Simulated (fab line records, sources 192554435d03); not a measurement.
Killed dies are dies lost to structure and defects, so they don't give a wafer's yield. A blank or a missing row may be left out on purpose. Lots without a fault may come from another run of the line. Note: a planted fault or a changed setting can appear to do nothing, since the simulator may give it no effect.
fab line records	flow n5-finfet
record: lots: 7	wafers: 21
route steps=1938 shown HKMG_FIN@392 GATE_CUT@469 MOL_CONTACT_COAG@559 BEOL_M0_SAQP@635
start-h: the number of hours between the record's first day and the start of the first shown wafer of the lot	wait-h: time in hours since the lot's previous step	" unchanged from the row above	L1.1+2: a row that stands for several wafers	- either no value or no given start	* or withheld: withheld	< > ~ a bound
route shown NAME@n: a module of which the file shows steps, and the number in the route of the first	usual: mean/standard deviation of fault-free wafers	same: alike in all rows	chamber/n: place in a boat	sites: the reading at each site	_std_site: standard deviation of those values	_edge_site: inner sites' mean taken away from outer sites' mean	radius-mm: how far each site lies from the wafer's centre	mask NAME#n: copy n	behind: the last tool/chamber to shape the wafer	hold: why the lot was held/for how many hours/how that ended	device: whichever transistor did not switch (one of n, p or np)	end of line: tests run on the same wafers once the route is complete	step lacking rows: just its recipe	killed: count of dies lost to structure and defects at first sort (not the wafer's yield)	map: the dies of a wafer, with x for killed, . for not killed, _ for no die there
set.NAME: the setting the step ran with; set.NAME@STEP: the setting that earlier step ran with	model.NAME: the simulator's own value behind a step, which no gauge read
lots with deliberately changed settings; one table per step, one row per wafer
== steps ==
step: N5_HKMG_FIN_COAT_43
recipe: resist: CAR-ArF	spin-rpm: 1500	resist-thk-nm: 90
lot.wafer	tool	chamber	start-h	wait-h	set.spin-rpm	model.CAR-ArF_of_HKMG_FIN_COAT_43.thk-nm
L074.2	litho-track-03	0	-	-	1500	90.6
L074.3	"	0	"	"	1438	92.4
L074.5	"	0	"	"	1500	90.4
L075.3	litho-track-03	0	-	-	1500	89.8
L075.4+5	"	0	"	"	1557	88
L078.1	litho-track-04	0	-	-	1373	94
L078.3	"	0	"	"	1373	94.2
L078.4	"	0	"	"	1373	93.8
L080.1	litho-track-04	0	-	-	1500	89.6
L080.4	"	0	"	"	1500	89.8
L080.6	"	0	"	"	1592	87.2
L086.3	litho-track-02	0	-	-	1500	90.2
L086.5	"	0	"	"	1610	86.8
L086.6	"	0	"	"	1610	86.4
L091.1	litho-track-02	0	-	-	1580	87.4
L091.2	"	0	"	"	1580	87.6
L091.4	"	0	"	"	1500	89.8
L097.1	litho-track-02	0	-	-	1500	90.4
L097.3	"	0	"	"	1500	90.2
L097.5	"	0	"	"	1500	90
step: N5_HKMG_FIN_EBR_45
recipe: solvent: PGMEA	ebr-width-mm: 1.5
step: N5_HKMG_FIN_SOFTBAKE_44
recipe: temp-c: 110	time-s: 60	resist: CAR-ArF
step: N5_HKMG_FIN_DESCUM_53
recipe: chemistry: O2	time-s: 7.9	source-power-w: 50	bias-power-w: 20	pressure-mtorr: 20	rf-frequency-hz: 2.712e+07	temp-c: 40	resist: CAR-ArF	o2-flow-sccm: 225
lot.wafer	tool	chamber	start-h	wait-h	set.spin-rpm@HKMG_FIN_COAT_43	model.CAR-ArF_of_HKMG_FIN_COAT_43.thk-nm
L074.2	rie-diel-04	1	75.89	0.0	1500	84.2
L074.3	"	0	"	"	1438	85.8
L074.5	"	2	"	"	1500	83.8
L075.3	rie-diel-04	3	77.61	0.0	1500	83.4
L075.4+5	"	2,0	"	"	1557	81.4
L078.1+3	rie-diel-04	0,1	99.65	0.1	1373	87.6
L078.4	"	3	"	"	1373	87.4
L080.1+4	rie-diel-04	3,0	106.94	0.1	1500	83.2
L080.6	"	3	"	"	1592	80.6
L086.3	rie-diel-04	0	150.65	0.6	1500	83.8
L086.5	"	1	"	"	1610	80.2
L086.6	"	0	"	"	1610	80
L091.1+2	rie-diel-04	2,0	172.54	0.0	1580	81
L091.4	"	1	"	"	1500	83.2
L097.1	rie-diel-02	1	210.47	0.0	1500	84
L097.3+5	"	0,1	"	"	1500	83.6
step: N5_HKMG_FIN_ETCH_54
recipe: chemistry: CF4	target: SiARC	target-depth-a: 455	mask-material: CAR-ArF	time-s: 75.8	ion-energy-ev: 80	pressure-mtorr: 40	source-w: 545	bias-w: 36	Ar_flow_sccm: 100	cf4-flow-sccm: 100	ends: cleared
lot.wafer	tool	chamber	start-h	wait-h	set.spin-rpm@HKMG_FIN_COAT_43	model.CAR-ArF_of_HKMG_FIN_COAT_43.thk-nm
L074.2	rie-diel-04	1	75.93	0.0	1500	51.4
L074.3	"	0	"	"	1438	53.2
L074.5	"	2	"	"	1500	51
L075.3	rie-diel-04	3	77.64	0.0	1500	50.8
L075.4	"	2	"	"	1557	48.8
L075.5	"	0	"	"	1557	48.6
L078.1+4	rie-diel-04	0,3	99.69	0.0	1373	54.8
L078.3	"	1	"	"	1373	55
L080.1	rie-diel-04	3	106.97	0.0	1500	50.8
L080.4	"	0	"	"	1500	50.6
L080.6	"	3	"	"	1592	48
L086.3	rie-diel-04	0	150.69	0.0	1500	51.4
L086.5	"	1	"	"	1610	47.8
L086.6	"	0	"	"	1610	47.4
L091.1+2	rie-diel-04	2,0	172.58	0.0	1580	48.6
L091.4	"	1	"	"	1500	50.8
L097.1	rie-diel-02	1	210.51	0.0	1500	51.4
L097.3	"	0	"	"	1500	51
L097.5	"	1	"	"	1500	51.2
step: N5_HKMG_FIN_PWFM_ALD_03
recipe: material: TiN	target-thk-a: 20	temp-c: 400	ald-precursor-family: TiCl4	ald-co-reactant: NH3	pulse-time-s: 1	purge-time-s: 3	co-reactant-purge-time-s: 2	co-reactant-pulse-time-s: 2	ald-cycles: 91	pressure-torr: 3
lot.wafer	tool	chamber	start-h	wait-h	set.ald-cycles	model.TiN_of_HKMG_FIN_PWFM_ALD_03.thk-nm
L074.2+3+5	ald-metal-01	2,0,0	78.33	0.0	91	2
L075.3+4+5	ald-metal-04	0,3,1	80.05	0.0	91	2
L078.1+3	ald-metal-01	3,2	102.21	0.0	91	2
L078.4	"	2	"	"	105	2.2
L080.1	ald-metal-02	1	109.64	0.0	103	2.2
L080.4+6	"	0,3	"	"	91	2
L086.3+6	ald-metal-02	1	153.12	0.0	91	2
L086.5	"	2	"	"	95	2
L091.1+4	ald-metal-04	2,3	174.99	0.0	77	1.6
L091.2	"	0	"	"	91	2
L097.1+3+5	ald-metal-02	0,1,0	212.94	0.0	91	2
step: N5_GATE_CUT_ETCH_58
recipe: chemistry: CH3F/O2	target: SiNx	target-depth-a: 170	time-s: 128.6	ion-energy-ev: 50	pressure-mtorr: 30	source-w: 415	bias-w: 21	Ar_flow_sccm: 150	CH3F_flow_sccm: 30	O2_flow_sccm: 20
lot.wafer	tool	chamber	start-h	wait-h	set.time-s	model.etch.depth-nm
L074.2	rie-diel-01	2	84.04	0.1	128.6	16.66
L074.3	"	1	"	"	107.7	14.42
L074.5	"	3	"	"	107.7	14.35
L075.3	rie-diel-03	1	85.57	0.0	128.6	16.86
L075.4	"	0	"	"	128.6	16.98
L075.5	"	0	"	"	128.6	17.12
L078.1	rie-diel-06	1	107.74	0.0	101.4	13.56
L078.3	"	2	"	"	128.6	17.25
L078.4	"	3	"	"	128.6	17.32
L080.1	rie-diel-01	2	115.44	0.0	128.6	16.56
L080.4	"	1	"	"	145.5	19.27
L080.6	"	1	"	"	128.6	17.06
L086.3	rie-diel-06	0	158.97	0.0	128.6	17.14
L086.5	"	0	"	"	128.6	17.12
L086.6	"	2	"	"	115.1	15.41
L091.1	rie-diel-06	1	180.64	0.0	128.6	16.75
L091.2	"	0	"	"	128.6	17.15
L091.4	"	2	"	"	128.6	17.29
L097.1	rie-diel-06	3	218.61	0.0	128.6	17.26
L097.3	"	1	"	"	128.6	16.85
L097.5	"	3	"	"	128.6	17.21
step: N5_MOL_CONTACT_COAG_ALD_27
recipe: material: SiOC	target-thk-a: 170	temp-c: 400	ald-precursor-family: carbosiloxane	ald-co-reactant: H2-plasma	pulse-time-s: 1.5	time-s: 2720	purge-time-s: 2	co-reactant-purge-time-s: 2	ald-cycles: 340	pressure-torr: 2
lot.wafer	tool	chamber	start-h	wait-h	set.ald-cycles	model.SiOC_of_MOL_CONTACT_COAG_ALD_27.thk-nm
L074.2+3	ald-sin-03	2,1	101.98	0.0	340	17
L074.5	"	1	"	"	290	14.4
L075.3	ald-sin-04	1	105.69	0.0	386	19.2
L075.4	"	0	"	"	340	16.8
L075.5	"	2	"	"	386	19.4
L078.1+3	ald-sin-03	3,0	123.66	0.0	286	14.2
L078.4	"	2	"	"	340	17
L080.1+4+6	ald-sin-03	0,1,1	130.51	0.0	340	17
L086.3+6	ald-sin-01	0,3	172.29	0.0	340	17
L086.5	"	2	"	"	340	16.8
L091.1	ald-sin-01	0	194.88	0.0	340	17
L091.2	"	2	"	"	364	18.2
L091.4	"	1	"	"	364	18.4
L097.1+3	ald-sin-01	1,0	232.33	0.1	340	17
L097.5	"	3	"	"	340	17.2
step: N5_MOL_CONTACT_COAG_PECVD_31
recipe: material: SiO2	target-thk-a: 460	temp-c: 400	precursor: TEOS/O2	pressure-torr: 6.5	rf-w: withheld	teos-flow-sccm: withheld	gas: O2	flow-sccm: 2650	time-s: 8.9
lot.wafer	tool	chamber	start-h	wait-h	set.temp-c	model.SiO2_of_MOL_CONTACT_COAG_PECVD_31.thk-nm
L074.2	pecvd-03	2	104.39	0.3	400	46.2
L074.3	"	0	"	"	400	46.4
L074.5	"	0	"	"	400	47.4
L075.3	pecvd-03	2	108.09	0.3	400	46
L075.4	"	2	"	"	400	47.2
L075.5	"	0	"	"	400	47
L078.1	pecvd-03	2	126.06	0.3	413	42.6
L078.3	"	0	"	"	400	46.8
L078.4	"	0	"	"	413	43.4
L080.1	pecvd-03	0	132.91	0.3	408.3	44
L080.4	"	0	"	"	408.3	44.4
L080.6	"	1	"	"	400	46
L086.3	pecvd-03	0	174.70	0.3	400	45.6
L086.5	"	2	"	"	400	46.2
L086.6	"	0	"	"	400	46.4
L091.1	pecvd-04	0	197.62	0.3	400	46.2
L091.2	"	2	"	"	400	46.4
L091.4	"	2	"	"	400	46.8
L097.1	pecvd-01	2	234.89	0.3	400	46
L097.3	"	1	"	"	400	46.8
L097.5	"	2	"	"	400	46.6
step: N5_MOL_CONTACT_COAG_COAT_75
recipe: resist: SOC	temp-c: 250	time-s: 60	spin-rpm: 1500	resist-thk-nm: 60
step: N5_MOL_CONTACT_COAG_COAT_76
recipe: resist: SiARC	temp-c: 220	time-s: 60	spin-rpm: 1500	resist-thk-nm: 10
step: N5_MOL_CONTACT_COAG_ETCHBACK_135
recipe: chemistry: CHF3	target: SiO2	target-depth-a: 250	time-s: 16.7	ion-energy-ev: 200	pressure-mtorr: 30	source-w: 610	bias-w: 170	Ar_flow_sccm: 200	CHF3_flow_sccm: 50
step: N5_MOL_CONTACT_COAG_STRIP_118
recipe: chemistry: CHF3	resist: SiARC	rf-frequency-hz: 6e+07
step: N5_MOL_CONTACT_COAG_VIA_ETCH_46
recipe: chemistry: C4F6/O2	target-depth-a: 460	overetch-a: 92	mask-material: SOC	target: SiO2	bias-w: 455	pressure-mtorr: 10	time-s: 40	source-w: 325	Ar_flow_sccm: 300	C4F6_flow_sccm: 10	O2_flow_sccm: 10	ion-energy-ev: 575.3	ends: end-point
lot.wafer	tool	chamber	start-h	wait-h	set.temp-c@MOL_CONTACT_COAG_PECVD_31	model.etch.depth-nm
L074.2	rie-diel-04	2	105.39	0.0	400	46.2
L074.3	"	0	"	"	400	46.49
L074.5	"	2	"	"	400	47.35
L075.3	rie-diel-05	0	109.14	0.0	400	45.94
L075.4	"	1	"	"	400	47.23
L075.5	"	2	"	"	400	47.06
L078.1	rie-diel-02	0	127.13	0.0	413	42.54
L078.3	"	3	"	"	400	46.78
L078.4	"	2	"	"	413	43.41
L080.1	rie-diel-04	2	134.00	0.0	408.3	44.07
L080.4	"	2	"	"	408.3	44.47
L080.6	"	0	"	"	400	46.01
L086.3	rie-diel-04	0	175.67	0.0	400	45.61
L086.5	"	3	"	"	400	46.14
L086.6	"	0	"	"	400	46.31
L091.1	rie-diel-04	0	198.71	0.0	400	46.2
L091.2	"	3	"	"	400	46.34
L091.4	"	2	"	"	400	46.82
L097.1	rie-diel-02	0	236.51	0.0	400	45.97
L097.3	"	3	"	"	400	46.71
L097.5	"	3	"	"	400	46.56
step: N5_BEOL_M0_SAQP_PECVD_03
recipe: material: SiCN	target-thk-a: 120	temp-c: withheld	precursor: 3MS/NH3	pressure-torr: 3	rf-w: 202	time-s: 21.1
lot.wafer	tool	chamber	start-h	wait-h	set.time-s	model.SiCN_of_BEOL_M0_SAQP_PECVD_03.thk-nm
L074.2	pecvd-02	2	113.67	0.1	21.1	12
L074.3	"	0	"	"	23.7	13.2
L074.5	"	1	"	"	21.1	12.2
L075.3+4	pecvd-04	2	117.58	0.1	20.02	11.4
L075.5	"	0	"	"	21.1	12.2
L078.1	pecvd-01	2	134.91	0.1	21.1	11.8
L078.3	"	1	"	"	22.83	13.2
L078.4	"	0	"	"	21.1	12.2
L080.1	pecvd-04	2	141.24	0.1	18.89	11
L080.4	"	2	"	"	21.1	12.2
L080.6	"	0	"	"	18.89	11.6
L086.3	pecvd-01	1	185.39	0.1	21.1	11.8
L086.5	"	1	"	"	21.1	12.2
L086.6	"	0	"	"	21.1	12
L091.1+2+4	pecvd-04	1,0,1	206.90	0.1	21.1	12
L097.1	pecvd-01	2	246.59	0.1	21.1	11.8
L097.3	"	1	"	"	21.1	11.6
L097.5	"	2	"	"	21.1	12
step: N5_BEOL_M0_SAQP_PECVD_04
recipe: material: a-Si	target-thk-a: 600	temp-c: 350	precursor: SiH4/He	pressure-torr: 3	rf-w: 100	time-s: 60.2
lot.wafer	tool	chamber	start-h	wait-h	set.time-s	model.a-Si_of_BEOL_M0_SAQP_PECVD_04.thk-nm
L074.2	pecvd-02	2	113.78	0.0	53.55	52.4
L074.3	"	0	"	"	60.2	59.2
L074.5	"	1	"	"	60.2	60.2
L075.3	pecvd-04	2	117.70	0.0	56.37	56
L075.4	"	2	"	"	60.2	60.4
L075.5	"	0	"	"	56.37	56.8
L078.1	pecvd-01	2	135.03	0.0	60.2	59.8
L078.3	"	1	"	"	60.2	60.2
L078.4	"	0	"	"	60.2	61.8
L080.1	pecvd-04	2	141.35	0.0	56.45	56.2
L080.4	"	2	"	"	56.45	56.8
L080.6	"	0	"	"	56.45	57.2
L086.3	pecvd-01	1	185.51	0.0	60.2	60.6
L086.5	"	1	"	"	57.03	57
L086.6	"	0	"	"	57.03	57.8
L091.1	pecvd-04	1	207.01	0.0	60.2	58.2
L091.2	"	0	"	"	51.42	50.4
L091.4	"	1	"	"	60.2	59
L097.1	pecvd-01	2	246.70	0.0	60.2	59.2
L097.3	"	1	"	"	60.2	60.2
L097.5	"	2	"	"	60.2	61
step: N5_BEOL_M0_SAQP_THK_MEAS_05
usual: thk-nm: 59.9/0.89
lot.wafer	tool	chamber	start-h	wait-h	set.time-s@BEOL_M0_SAQP_PECVD_04	thk-nm
L074.2	film-metro-02	-	113.88	0.1	53.55	52.4
L074.3	"	-	"	"	60.2	59.2
L074.5	"	-	"	"	60.2	60.1
L075.3	film-metro-01	-	117.79	0.1	56.37	56.0
L075.4	"	-	"	"	60.2	60.3
L075.5	"	-	"	"	56.37	56.9
L078.1	film-metro-02	-	135.12	0.1	60.2	59.7
L078.3	"	-	"	"	60.2	60.1
L078.4	"	-	"	"	60.2	61.8
L080.1	film-metro-02	-	141.45	0.1	56.45	56.2
L080.4	"	-	"	"	56.45	56.8
L080.6	"	-	"	"	56.45	57.1
L086.3	film-metro-01	-	185.61	0.1	60.2	60.5
L086.5	"	-	"	"	57.03	57.0
L086.6	"	-	"	"	57.03	57.7
L091.1	film-metro-02	-	207.11	0.1	60.2	58.2
L091.2	"	-	"	"	51.42	50.4
L091.4	"	-	"	"	60.2	59.0
L097.1	film-metro-01	-	246.80	0.1	60.2	59.3
L097.3	"	-	"	"	60.2	60.2
L097.5	"	-	"	"	60.2	61.0
step: N5_BEOL_M0_SAQP_HM_DEP_111
recipe: material: SiO2	target-thk-a: 120	temp-c: 400	precursor: SiH4/N2O	pressure-torr: 0.75	rf-w: 275	time-s: 7.2
step: N5_BEOL_M0_SAQP_COAT_81
recipe: resist: SOC	temp-c: 250	time-s: 60	spin-rpm: 1500	resist-thk-nm: 100
step: N5_BEOL_M0_SAQP_ETCH_84
recipe: chemistry: N2/H2	target: SOC	target-depth-a: 1000	overetch-a: 200	mask-material: SiARC	temp-c: 40	time-s: 150	ion-energy-ev: 200	pressure-mtorr: 30	source-w: 840	bias-w: 150	n2-flow-sccm: 200	h2-flow-sccm: 200
step: N5_BEOL_M0_SAQP_STRIP_80
recipe: chemistry: N2/H2	temp-c: 40	n2-flow-sccm: 200	h2-flow-sccm: 200	rf-frequency-hz: 6e+07
step: N5_BEOL_M0_SAQP_HM_OPEN_112
recipe: chemistry: CHF3/O2	target: SiO2	stop-on: a-Si	target-depth-a: 120	over-etch-frac: 1.25	mask-material: SOC	time-s: 13.5	pressure-mtorr: 30	source-w: 650	bias-w: 170	Ar_flow_sccm: 200	CHF3_flow_sccm: 50	O2_flow_sccm: 5	ion-energy-ev: 200	ends: end-point
lot.wafer	tool	chamber	start-h	wait-h	set.time-s@BEOL_M0_SAQP_PECVD_04	model.a-Si_of_BEOL_M0_SAQP_PECVD_04.thk-nm
L074.2	rie-diel-03	2	114.52	0.0	53.55	52.4
L074.3	"	1	"	"	60.2	59
L074.5	"	3	"	"	60.2	60
L075.3	rie-diel-03	0	118.91	0.0	56.37	56
L075.4	"	3	"	"	60.2	60.2
L075.5	"	3	"	"	56.37	56.8
L078.1	rie-diel-06	0	135.89	0.0	60.2	59.6
L078.3	"	1	"	"	60.2	60.2
L078.4	"	3	"	"	60.2	61.8
L080.1	rie-diel-01	2	142.69	0.0	56.45	56.2
L080.4	"	0	"	"	56.45	56.8
L080.6	"	1	"	"	56.45	57.2
L086.3	rie-diel-06	0	186.24	0.0	60.2	60.4
L086.5	"	0	"	"	57.03	57
L086.6	"	1	"	"	57.03	57.8
L091.1	rie-diel-03	0	208.01	0.0	60.2	58.2
L091.2	"	1	"	"	51.42	50.4
L091.4	"	2	"	"	60.2	59
L097.1	rie-diel-06	2	247.61	0.0	60.2	59.2
L097.3	"	0	"	"	60.2	60.2
L097.5	"	1	"	"	60.2	61
step: N5_BEOL_M0_SAQP_STRIP_113
recipe: chemistry: CHF3/O2	resist: SiARC	rf-frequency-hz: 6e+07
step: N5_BEOL_M0_SAQP_MANDREL_ETCH_20
recipe: target-depth-a: 600	chemistry: HBr/Cl2	target: a-Si	stop-on: SiNx	bt-time-s: 10	mask-material: SOC	over-etch-frac: 0.5	time-s: 30	pressure-mtorr: 10	icp-w: 800	bias-w: 75	HBr_flow_sccm: 150	Cl2_flow_sccm: 80	ends: end-point
usual: oes-product-au: 0.767/0.014
lot.wafer	tool	chamber	start-h	wait-h	set.time-s@BEOL_M0_SAQP_PECVD_04	oes-product-au	model.etch.depth-nm
L074.2	rie-si-01	2	114.60	0.0	53.55	0.697	52.4
L074.3	"	1	"	"	60.2	0.757	59.09
L074.5	"	0	"	"	60.2	0.769	60.05
L075.3	rie-si-01	2	118.99	0.0	56.37	0.724	56.04
L075.4	"	1	"	"	60.2	0.766	60.24
L075.5	"	0	"	"	56.37	0.753	56.79
L078.1	rie-si-01	3	135.97	0.0	60.2	0.770	59.66
L078.3	"	0	"	"	60.2	0.780	60.14
L078.4	"	1	"	"	60.2	0.777	61.77
L080.1	rie-si-04	2	142.78	0.0	56.45	0.755	56.17
L080.4	"	0	"	"	56.45	0.750	56.84
L080.6	"	2	"	"	56.45	0.751	57.11
L086.3	rie-si-01	3	186.33	0.0	60.2	0.780	60.45
L086.5	"	3	"	"	57.03	0.755	56.9
L086.6	"	2	"	"	57.03	0.738	57.72
L091.1	rie-si-04	2	208.09	0.0	60.2	0.771	58.2
L091.2	"	0	"	"	51.42	0.685	50.3
L091.4	"	1	"	"	60.2	0.745	58.99
L097.1	rie-si-04	2	247.69	0.0	60.2	0.775	59.22
L097.3	"	0	"	"	60.2	0.768	60.17
L097.5	"	0	"	"	60.2	0.765	60.97
== key ==
split: step: N5_HKMG_FIN_COAT_43	setting: spin-rpm	stated: 1500	by: wafer
response: step: N5_HKMG_FIN_COAT_43	reading: model.CAR-ArF_of_HKMG_FIN_COAT_43.thk-nm	change: -0.454	per: 1%	r: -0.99
response: step: N5_HKMG_FIN_DESCUM_53	reading: model.CAR-ArF_of_HKMG_FIN_COAT_43.thk-nm	change: -0.461	per: 1%	r: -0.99
response: step: N5_HKMG_FIN_ETCH_54	reading: model.CAR-ArF_of_HKMG_FIN_COAT_43.thk-nm	change: -0.478	per: 1%	r: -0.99
split: step: N5_HKMG_FIN_PWFM_ALD_03	setting: ald-cycles	stated: 91	by: wafer
response: step: N5_HKMG_FIN_PWFM_ALD_03	reading: model.TiN_of_HKMG_FIN_PWFM_ALD_03.thk-nm	change: +0.0178	per: 1%	r: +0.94
split: step: N5_GATE_CUT_ETCH_58	setting: time-s	stated: 128.6	by: wafer
response: step: N5_GATE_CUT_ETCH_58	reading: model.etch.depth-nm	change: +0.167	per: 1%	r: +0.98
split: step: N5_MOL_CONTACT_COAG_ALD_27	setting: ald-cycles	stated: 340	by: wafer
response: step: N5_MOL_CONTACT_COAG_ALD_27	reading: model.SiOC_of_MOL_CONTACT_COAG_ALD_27.thk-nm	change: +0.179	per: 1%	r: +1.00
split: step: N5_MOL_CONTACT_COAG_PECVD_31	setting: temp-c	stated: 400	by: wafer
response: step: N5_MOL_CONTACT_COAG_PECVD_31	reading: model.SiO2_of_MOL_CONTACT_COAG_PECVD_31.thk-nm	change: -1.08	per: 1%	r: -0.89
response: step: N5_MOL_CONTACT_COAG_VIA_ETCH_46	reading: model.etch.depth-nm	change: -1.07	per: 1%	r: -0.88
split: step: N5_BEOL_M0_SAQP_PECVD_03	setting: time-s	stated: 21.1	by: wafer
response: step: N5_BEOL_M0_SAQP_PECVD_03	reading: model.SiCN_of_BEOL_M0_SAQP_PECVD_03.thk-nm	change: +0.104	per: 1%	r: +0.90
split: step: N5_BEOL_M0_SAQP_PECVD_04	setting: time-s	stated: 60.2	by: wafer
response: step: N5_BEOL_M0_SAQP_PECVD_04	reading: model.a-Si_of_BEOL_M0_SAQP_PECVD_04.thk-nm	change: +0.602	per: 1%	r: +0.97
response: step: N5_BEOL_M0_SAQP_THK_MEAS_05	reading: thk-nm	change: *	per: 1%	r: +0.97
response: step: N5_BEOL_M0_SAQP_HM_OPEN_112	reading: model.a-Si_of_BEOL_M0_SAQP_PECVD_04.thk-nm	change: +0.591	per: 1%	r: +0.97
response: step: N5_BEOL_M0_SAQP_MANDREL_ETCH_20	reading: oes-product-au	change: +0.00532	per: 1%	r: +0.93
response: step: N5_BEOL_M0_SAQP_MANDREL_ETCH_20	reading: model.etch.depth-nm	change: +0.598	per: 1%	r: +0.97
